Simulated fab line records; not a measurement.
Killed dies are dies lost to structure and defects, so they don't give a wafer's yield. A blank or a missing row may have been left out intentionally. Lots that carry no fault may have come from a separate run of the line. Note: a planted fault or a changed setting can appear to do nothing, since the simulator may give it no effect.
fab line records	flow n5-finfet
[record] lots = 6	wafers = 18	last-day = 16
route steps=1938 shown BEOL_M2@894 BEOL_M4@1111 PASSIVATION@1936
lots that met no fault: from a run of the same line without faults
start-h: hours from the record's first day to the start of the lot's first wafer shown	wait-h: time in hours since the lot's previous step	" as in the row above	L1.1+2: one row covering several wafers at once	- value missing, or start not given	* or withheld: withheld	< > ~ a bound
route shown NAME@n: names a module that has steps shown in the file, with the first one's number in the route	usual: average and standard deviation across the fault-free wafers	same: alike in all rows	chamber/n: place in a boat	sites: per-site readings	_std_site: standard deviation across them	_edge_site: mean of outer sites minus mean of inner sites	radius-mm: how far each site lies from the wafer's centre	mask NAME#n: copy n	behind: the last tool/chamber to shape the wafer	hold: reason for holding the lot/hours on hold/outcome of the hold	device: transistor that didn't switch, given as n, p or np	end of line: tests run on the same wafers once the route is complete	step lacking rows: just its recipe	killed: the dies lost at the first sort to structure and to defects; this is not the yield of the wafer	map: per-die view of a wafer (x killed, . not killed, _ where there is no die)
set.NAME: the run value of the setting; set.NAME@STEP: its run value at that earlier step	model.NAME: the simulator's own value behind a step, which no gauge read
a table for each step, a row for each wafer; lots at some steps of the route
[[steps]]
[step N5_BEOL_M2_HM_STRIP_39]
[recipe] chemistry = peroxide-tin-strip	material = TiN	target-depth-a = 250	temp-c = 50	time-s = 158
[step N5_BEOL_M2_SRD_40]
[recipe] time-s = 30	temp-c = 23	rinse-liquid = diw	dry = ipa-marangoni
[step N5_BEOL_M2_PRECLEAN_42]
[recipe] chemistry = residue-remover	time-s = 60	temp-c = 40
[step N5_BEOL_M2_SRD_43]
[recipe] time-s = 30	temp-c = 23	rinse-liquid = diw	dry = ipa-marangoni
[step N5_BEOL_M2_CD_MEAS_35]
[recipe] target-cd-nm = 18	target-cd-y-nm = 22.2	polarity = opening
[usual] cd-nm = 18.0/0.45
lot.wafer	tool	chamber	start-h	wait-h	cd-nm
L973.2	cd-sem-02	-	168.78	0.0	18.4
L973.3	"	-	"	"	17.5
L973.6	"	-	"	"	17.9
L974.1	cd-sem-03	-	169.21	0.0	18.9
L974.2	"	-	"	"	18.4
L974.5	"	-	"	"	18.0
L979.1	cd-sem-02	-	198.89	0.0	18.4
L979.3	"	-	"	"	17.9
L979.5	"	-	"	"	18.3
L981.3	cd-sem-01	-	219.82	0.0	18.3
L981.4	"	-	"	"	18.1
L981.5	"	-	"	"	17.4
L983.4	cd-sem-03	-	232.79	0.0	18.7
L983.5	"	-	"	"	18.3
L983.6	"	-	"	"	17.8
L985.2	cd-sem-01	-	250.18	0.0	18.0
L985.4	"	-	"	"	17.8
L985.6	"	-	"	"	17.8
[step N5_BEOL_M2_DEGAS_44]
[recipe] ambient = vacuum	temp-c = 250	time-s = 60
[usual] heater-power-w = 334/25
lot.wafer	tool	chamber	start-h	wait-h	heater-power-w
L973.2	pvd-sputter-02	-	168.82	0.0	312
L973.3	"	-	"	"	372
L973.6	"	-	"	"	308
L974.1	pvd-sputter-01	-	171.60	2.4	306
L974.2	"	-	"	"	321
L974.5	"	-	"	"	304
L979.1	pvd-sputter-01	-	199.37	0.5	319
L979.3	"	-	"	"	329
L979.5	"	-	"	"	310
L981.3	pvd-sputter-03	-	219.98	0.2	348
L981.4	"	-	"	"	320
L981.5	"	-	"	"	321
L983.4	pvd-sputter-01	-	232.97	0.2	299
L983.5	"	-	"	"	303
L983.6	"	-	"	"	333
L985.2	pvd-sputter-02	-	250.81	0.6	361
L985.4	"	-	"	"	331
L985.6	"	-	"	"	332
[step N5_BEOL_M2_PRE_CLEAN_45]
[recipe] gas = H2/He	time-s = 30	temp-c = 250
[usual] heater-power-w = 334/26
lot.wafer	tool	chamber	start-h	wait-h	heater-power-w
L973.2	pvd-sputter-02	-	168.86	0.0	312
L973.3	"	-	"	"	360
L973.6	"	-	"	"	305
L974.1	pvd-sputter-01	-	171.64	0.0	307
L974.2	"	-	"	"	307
L974.5	"	-	"	"	312
L979.1	pvd-sputter-01	-	199.41	0.0	313
L979.3	"	-	"	"	323
L979.5	"	-	"	"	305
L981.3	pvd-sputter-03	-	220.02	0.0	356
L981.4	"	-	"	"	313
L981.5	"	-	"	"	317
L983.4	pvd-sputter-01	-	233.01	0.0	309
L983.5	"	-	"	"	304
L983.6	"	-	"	"	321
L985.2	pvd-sputter-02	-	250.85	0.0	362
L985.4	"	-	"	"	329
L985.6	"	-	"	"	328
[step N5_BEOL_M2_ALD_84]
[recipe] material = TaN	target-thk-a = *	temp-c = 275	ald-precursor-family = PDMAT	ald-co-reactant = NH3	pressure-torr = 3	carrier-flow-sccm = 1500	pulse-time-s = 2	purge-time-s = 3	co-reactant-purge-time-s = 2	co-reactant-pulse-time-s = 3	ald-cycles = 30	precursor-vessel-temp-c = 75	precursor-vessel-pressure-torr = 26.25	precursor-vessel-carrier-sccm = 1000
[step N5_BEOL_M2_SURFACE_TREAT_85]
[recipe] gas = Ar	time-s = *	ion-energy-ev = *	ion-current-ma-cm2 = 0.5	pressure-mtorr = *	ar-flow-sccm = 30
[step N5_BEOL_M2_CVD_47]
[recipe] material = Co	target-thk-a = 30	temp-c = withheld	precursor = CCTBA/H2	pressure-torr = 30	time-s = 223.8
[step N5_BEOL_M2_SPUTTER_48]
[recipe] material = Cu	target-thk-a = 45	temp-c = -20	chamber-pressure-pa = 0.07	power-w = withheld	time-s = 8.29
[usual] chamber-pressure-pa = 0.07001/0.00013	chuck-gas-flow-sccm = 1.27/0.053	throttle-valve-pct = 30.3/0.94
lot.wafer	tool	chamber	start-h	wait-h	chamber-pressure-pa	chuck-gas-flow-sccm	throttle-valve-pct
L973.2	pvd-sputter-03	-	169.60	0.1	0.06994	1.24	31.5
L973.3	"	-	"	"	0.0702	1.32	30.8
L973.6	"	-	"	"	0.06994	1.24	29.5
L974.1	pvd-sputter-01	-	172.22	0.1	0.06997	1.26	31.3
L974.2	"	-	"	"	0.0699	1.28	30.1
L974.5	"	-	"	"	0.0699	1.19	29.1
L979.1	pvd-sputter-02	-	199.98	0.1	0.06998	1.18	29.9
L979.3	"	-	"	"	0.07023	1.31	31.9
L979.5	"	-	"	"	0.07002	1.25	29.8
L981.3	pvd-sputter-03	-	222.34	1.8	0.07011	1.31	29.7
L981.4	"	-	"	"	0.06985	1.21	31.5
L981.5	"	-	"	"	0.07008	1.26	31.2
L983.4	pvd-sputter-03	-	233.80	0.1	0.06993	1.24	29.6
L983.5	"	-	"	"	0.06973	1.22	29.0
L983.6	"	-	"	"	0.0699	1.35	31.0
L985.2	pvd-sputter-03	-	251.48	0.1	0.06979	1.20	29.2
L985.4	"	-	"	"	0.07007	1.18	31.5
L985.6	"	-	"	"	0.0701	1.35	29.5
[step N5_BEOL_M2_ANNEAL_49]
[recipe] temp-c = 400	time-s = 240	ambient = vacuum
[usual] heater-power-w = 827/55
lot.wafer	tool	chamber	start-h	wait-h	heater-power-w
L973.2	pvd-sputter-03	-	169.68	0.0	795
L973.3	"	-	"	"	799
L973.6	"	-	"	"	867
L974.1	pvd-sputter-01	-	172.30	0.0	785
L974.2	"	-	"	"	756
L974.5	"	-	"	"	769
L979.1	pvd-sputter-02	-	200.06	0.0	801
L979.3	"	-	"	"	903
L979.5	"	-	"	"	843
L981.3	pvd-sputter-03	-	222.42	0.0	864
L981.4	"	-	"	"	801
L981.5	"	-	"	"	782
L983.4	pvd-sputter-03	-	233.88	0.0	893
L983.5	"	-	"	"	853
L983.6	"	-	"	"	774
L985.2	pvd-sputter-03	-	251.56	0.0	875
L985.4	"	-	"	"	781
L985.6	"	-	"	"	876
[step N5_BEOL_M2_SPUTTER_79]
[recipe] material = Cu	target-thk-a = 45	temp-c = -20	chamber-pressure-pa = 0.07	power-w = withheld	time-s = 8.29
[usual] chamber-pressure-pa = 0.07001/0.00014	chuck-gas-flow-sccm = 1.26/0.055	throttle-valve-pct = 30.3/0.92
lot.wafer	tool	chamber	start-h	wait-h	chamber-pressure-pa	chuck-gas-flow-sccm	throttle-valve-pct
L973.2	pvd-sputter-03	-	169.82	0.1	0.06995	1.23	31.4
L973.3	"	-	"	"	0.07004	1.28	30.6
L973.6	"	-	"	"	0.07002	1.29	29.6
L974.1	pvd-sputter-01	-	172.44	0.1	0.06995	1.30	31.6
L974.2	"	-	"	"	0.06975	1.23	30.0
L974.5	"	-	"	"	0.06986	1.28	28.9
L979.1	pvd-sputter-02	-	200.20	0.1	0.07018	1.22	29.7
L979.3	"	-	"	"	0.06994	1.26	31.6
L979.5	"	-	"	"	0.07007	1.24	29.7
L981.3	pvd-sputter-03	-	222.56	0.1	0.06974	1.30	29.7
L981.4	"	-	"	"	0.06989	1.24	31.3
L981.5	"	-	"	"	0.06954	1.28	31.6
L983.4	pvd-sputter-03	-	234.02	0.1	0.06545	1.29	30.6
L983.5	"	-	"	"	0.06547	1.32	30.3
L983.6	"	-	"	"	0.06567	1.32	31.7
L985.2	pvd-sputter-03	-	251.70	0.1	0.06553	1.35	30.2
L985.4	"	-	"	"	0.06546	1.28	32.5
L985.6	"	-	"	"	0.06534	1.26	30.6
[step N5_BEOL_M2_ANNEAL_80]
[recipe] temp-c = 400	time-s = 240	ambient = vacuum
[usual] heater-power-w = 827/57
lot.wafer	tool	chamber	start-h	wait-h	heater-power-w
L973.2	pvd-sputter-03	-	169.90	0.0	797
L973.3	"	-	"	"	784
L973.6	"	-	"	"	873
L974.1	pvd-sputter-01	-	172.52	0.0	761
L974.2	"	-	"	"	744
L974.5	"	-	"	"	759
L979.1	pvd-sputter-02	-	200.28	0.0	822
L979.3	"	-	"	"	870
L979.5	"	-	"	"	838
L981.3	pvd-sputter-03	-	222.64	0.0	846
L981.4	"	-	"	"	796
L981.5	"	-	"	"	787
L983.4	pvd-sputter-03	-	234.10	0.0	903
L983.5	"	-	"	"	858
L983.6	"	-	"	"	805
L985.2	pvd-sputter-03	-	251.78	0.0	872
L985.4	"	-	"	"	813
L985.6	"	-	"	"	884
[step N5_BEOL_M4_RC_MEAS_101]
[usual] DIBL_N = 36.1/2	DIBL_P = 36.3/2.5	IOFF_N = 0.16/0.037	IOFF_P = 0.21/0.039	ION_N = 678/15	ION_P = 465/8.7	SS_N = 71.4/0.7	SS_P = 73.3/0.74	VT_N = 249/3.6	VT_P = -250.0/2.9
lot.wafer	tool	chamber	start-h	wait-h	DIBL_N[mV/V]	DIBL_P[mV/V]	IOFF_N[nA/um]	IOFF_P[nA/um]	ION_N[uA/um]	ION_P[uA/um]	SS_N[mV/dec]	SS_P[mV/dec]	VT_N[mV]	VT_P[mV]
L973.2	prober-01	0	195.98	0.2	37.2	35.3	0.16	0.21	684	466	71.8	73.9	249	-250.5
L973.3	"	0	"	"	35.7	33.3	0.12	0.18	671	465	71.1	72.5	255	-252.7
L973.6	"	0	"	"	40.8	38.9	0.23	0.28	690	457	72.8	74.5	245	-249.0
L974.1	prober-02	0	197.80	0.0	33.9	35.8	0.13	0.19	665	464	71.0	72.8	254	-252.9
L974.2	"	0	"	"	36.1	37.4	0.16	0.20	682	467	71.2	73.4	251	-253.5
L974.5	"	0	"	"	33.3	34.6	0.12	0.18	668	462	70.1	73.2	255	-254.2
L979.1	prober-02	0	238.76	0.0	38.3	37.1	0.21	0.25	692	466	72.3	74.3	245	-248.0
L979.3	"	0	"	"	36.3	35.6	0.16	0.21	692	472	72.3	73.4	250	-250.9
L979.5	"	0	"	"	38.0	38.4	0.20	0.27	717	484	72.4	74.0	246	-247.1
L981.3	prober-02	0	256.59	0.3	33.7	33.8	0.13	0.18	677	465	70.9	72.3	252	-252.4
L981.4	"	0	"	"	34.7	34.0	0.14	0.19	658	453	71.0	72.8	250	-252.1
L981.5	"	0	"	"	33.9	34.1	0.13	0.19	680	468	70.7	72.6	249	-252.0
L983.4	prober-01	0	269.30	0.5	36.8	36.9	0.18	0.24	682	470	71.6	73.6	247	-244.9
L983.5	"	0	"	"	36.0	35.8	0.15	0.23	659	464	71.5	73.7	250	-250.1
L983.6	"	0	"	"	35.5	36.3	0.16	0.24	685	477	71.4	73.4	246	-245.0
L985.2	prober-02	0	284.11	0.2	37.8	39.4	0.20	0.21	685	459	71.8	73.6	243	-253.1
L985.4	"	0	"	"	35.1	36.4	0.14	0.18	683	468	71.0	73.1	250	-252.0
L985.6	"	0	"	"	32.7	32.8	0.12	0.14	663	449	70.2	72.4	252	-257.2
[step N5_PASSIVATION_PROBE_49]
[usual] defect-limited-yield = 91.1/1.3	killed_at_M0_to_M3 = 32/9.7	killed_at_M4_up = 16/6	killed-at-contacts = 12/5.9	killed-at-front-end = 41/11	killed-at-other = 4/3.1	killed-dies = 104/16	killed-open = 68/12	killed-short = 34/7.4	sort_bin_5_function = 5.1/0.85	sort_bin_6_memory = 3.3/0.66	sort-n-pass = 1075/16	sort-yield-pct = 91.1/1.4
[same] gross-dies = 1180	killed-at-back-side = 0	sort_bin_4_leakage[%] = 0	sort_bin_8_speed[%] = 0
lot.wafer	tool	chamber	start-h	wait-h	defect-limited-yield[%]	killed_at_M0_to_M3	killed_at_M4_up	killed-at-contacts	killed-at-front-end	killed-at-other	killed-dies	killed-open	killed-short	sort_bin_5_function[%]	sort_bin_6_memory[%]	sort-n-pass	sort-yield-pct[%]
L973.2	prober-02	-	341.63	0.1	91.8	33	19	5	37	3	97	60	37	4.5	3.1	1083	91.8
L973.3	prober-02	-	341.68	0.1	92.0	18	15	9	52	0	94	56	38	4.7	3.1	1086	92.0
L973.6	prober-02	-	341.83	0.3	91.3	34	15	0	48	6	103	66	37	4.7	3.6	1077	91.3
L979.1	prober-02	-	346.92	0.0	91.1	28	14	13	42	8	105	67	34	5.7	2.9	1075	91.1
L979.3	prober-02	-	347.02	0.1	93.5	23	13	9	27	5	77	47	26	3.6	2.8	1103	93.5
L979.5	prober-02	-	347.12	0.2	91.5	29	10	16	42	3	100	67	25	4.1	3.6	1080	91.5
// killed by level:class
L973.2 BEOL_M2:geometric-particle:open=10 BEOL_M4:geometric-particle:short=10 BEOL_M0_SAQP:geometric-particle:open=9 GATE_CUT:geometric-particle:open=8 DUMMY_GATE:geometric-particle:open=7 FIN_SAQP:geometric-particle:open=4 STARTING-WAFER:geometric-particle:open=4 STARTING-WAFER:geometric-particle:short=4
L973.3 FIN_SAQP:geometric-particle:open=15 GATE_CUT:geometric-particle:short=13 FIN_SAQP:geometric-particle:short=10 MOL_CONTACT_COAG:geometric-particle:open=8 DUMMY_GATE:geometric-particle:open=4 BEOL_M2:geometric-particle:open=4 BEOL_M4:geometric-particle:open=4 BEOL_M5:geometric-particle:open=4
L973.6 DUMMY_GATE:geometric-particle:open=11 BEOL_M2:geometric-particle:open=8 BEOL_M0_SAQP:geometric-particle:open=7 FIN_SAQP:geometric-particle:open=6 BEOL_M1:geometric-particle:short=6 FIN_SAQP:geometric-particle:short=5 GATE_CUT:geometric-particle:short=5 BEOL_M0:geometric-particle:short=4
L979.1 MOL_CONTACT_COAG:geometric-particle:open=11 FIN_SAQP:geometric-particle:short=10 STI_FIN_REVEAL:geometric-particle:open=6 DUMMY_GATE:geometric-particle:open=6 BEOL_M0_SAQP:geometric-particle:short=6 BEOL_M1:geometric-particle:open=6 BEOL_M2:geometric-particle:open=6 BEOL_M4:geometric-particle:open=6
L979.3 BEOL_M1:geometric-particle:open=7 FIN_SAQP:geometric-particle:open=6 MOL_CONTACT_COAG:geometric-particle:open=6 BEOL_M0_SAQP:geometric-particle:open=4 BEOL_M2:geometric-particle:open=4 BEOL_M3:geometric-particle:open=3 STI_FIN_REVEAL:geometric-particle:open=3 STI_FIN_REVEAL:geometric-particle:short=3
L979.5 MOL_CONTACT_COAG:geometric-particle:open=14 BEOL_M2:geometric-particle:open=8 FIN_SAQP:geometric-particle:open=7 STI_FIN_REVEAL:geometric-particle:open=6 BEOL_M1:geometric-particle:open=6 HKMG_FIN:area-etch=6 SPACER0:geometric-particle:open=5 GATE_CUT:geometric-particle:short=5
[[key]]
[first-sign] step = N5_BEOL_M2_SPUTTER_79	reading = chamber-pressure-pa	direction = down	sigmas = 32	usual = 0.07001	struck = 0.06549
effect none on later readings
met-at N5_BEOL_M2_SPUTTER_79
struck-wafers L983.4,L983.5,L983.6,L985.2,L985.4,L985.6
onset-between 222.56 234.02
[fault] kind = process-parameter-drift	tool = pvd-sputter-03	chamber = -	onset-h = 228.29	steps = N5_BEOL_M2_SPUTTER_79	channel = chamber-pressure-pa	offset = -0.004563	shape = step	end-h = 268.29	acts-in = these-recipes-only	stated = 0.07
